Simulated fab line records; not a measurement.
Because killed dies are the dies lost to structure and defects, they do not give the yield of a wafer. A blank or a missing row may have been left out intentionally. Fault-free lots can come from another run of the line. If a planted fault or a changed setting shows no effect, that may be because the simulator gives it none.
Comparing a struck lot with a sound one ; flow nand_harc ; 13 steps out of a route of 1302
Sound: the wafers L930.1, L930.2, L930.6. Wafers struck: L936.3, L936.4, L936.6. At the end, the cause is stated.
Each step with rows lists, per side, the tool, then ch with its chambers, then its first start. Under that, the readings that differ: sound wafers ; struck wafers ; difference of the means ; sigmas: that difference in standard deviations of wafers without a fault.
alike: words and numbers the same on both sides, and readings whose means are apart by under 2 such deviations; not compared: readings that were withheld, readings missing a value for some wafer, numbers with overlapping values and no deviation given by the record, and bounds like >300 which may hide the same value.
A row with sigmas, a row that says differs or no value, or rows on one side alone: a step with any of these is where the two part. Numbers that don't overlap but have no deviation are shown without sigmas and don't part them. A reading missing from all wafers of one side parts the sides only when that side holds two or more wafers.

first, 9 steps without rows for these wafers: NHARC_A_STAIRCASE_DEHYDRATE_01 (time 120 s); NHARC_A_STAIRCASE_HMDS_02 (time 30 s); NHARC_A_STAIRCASE_COAT_03; NHARC_A_STAIRCASE_SOFTBAKE_04 (time 170 s); NHARC_A_STAIRCASE_EBR_05; NHARC_A_STAIRCASE_EXPOSE_06 (exposes mask STAIR); NHARC_A_STAIRCASE_PEB_07 (peb time 130 s); NHARC_A_STAIRCASE_DEVELOP_08 (time 140 s); NHARC_A_STAIRCASE_HARDBAKE_10 (time 140 s).
NHARC_A_STAIRCASE_DESCUM_11: chemistry O2, time 3 s.
  sound on rie_diel-13 ch 1,3, day 16 21:07; struck on rie_diel-13 ch 0,3, day 19 01:07
  alike: chamber_pressure_mTorr, drypump_motor_current_A, oes_product_au, rf_vpp_V, showerhead_plenum_p_Torr, throttle_valve_pct
  not compared: rf_hours_counter_h
NHARC_A_STAIRCASE_TRIM_12: chemistry O2, time 211.2 s.
  sound on rie_diel-13 ch 0,3, day 16 21:12; struck on rie_diel-13 ch 0,1,3, day 19 01:13
  alike: chamber_pressure_mTorr, drypump_motor_current_A, oes_product_au, rf_vpp_V, showerhead_plenum_p_Torr, throttle_valve_pct
  not compared: rf_hours_counter_h
NHARC_A_STAIRCASE_ETCH_13: etches the open film in C4F8/O2, target depth 100 nm, time 40.5 s.
  sound on rie_diel-13 ch 0,2,3, day 16 21:25; struck on rie_diel-13 ch 1,2, day 19 01:21
reading;sound;struck;difference;sigmas
oes_product_au (a.u.);0.921 0.937 0.961;1.068 1.059 1.065;+0.124;+8
rf_fwd_power_W (W);590.2 592.7 590.8;686.9 687.8 686.4;+95.8;+40
  alike: bias_w, chamber_pressure_mTorr, rf_vpp_V
  not compared: rf_hours_counter_h
NHARC_A_STAIRCASE_TRIM_14: chemistry O2, time 211.2 s.
  sound: rie_diel-13 ch 0,3; struck: rie_diel-13 ch 0,2,3
  alike: chamber_pressure_mTorr, drypump_motor_current_A, oes_product_au, rf_vpp_V, showerhead_plenum_p_Torr, throttle_valve_pct
  not compared: rf_hours_counter_h

== WHERE THEY PART ==
Only at NHARC_A_STAIRCASE_ETCH_13, within this record. Later steps at which nothing parts them and some readings are alike: NHARC_A_STAIRCASE_TRIM_14.

WHY: whatever the simulator had introduced
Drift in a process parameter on rie_diel-13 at NHARC_A_STAIRCASE_ETCH_13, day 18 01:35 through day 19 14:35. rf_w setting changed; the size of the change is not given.
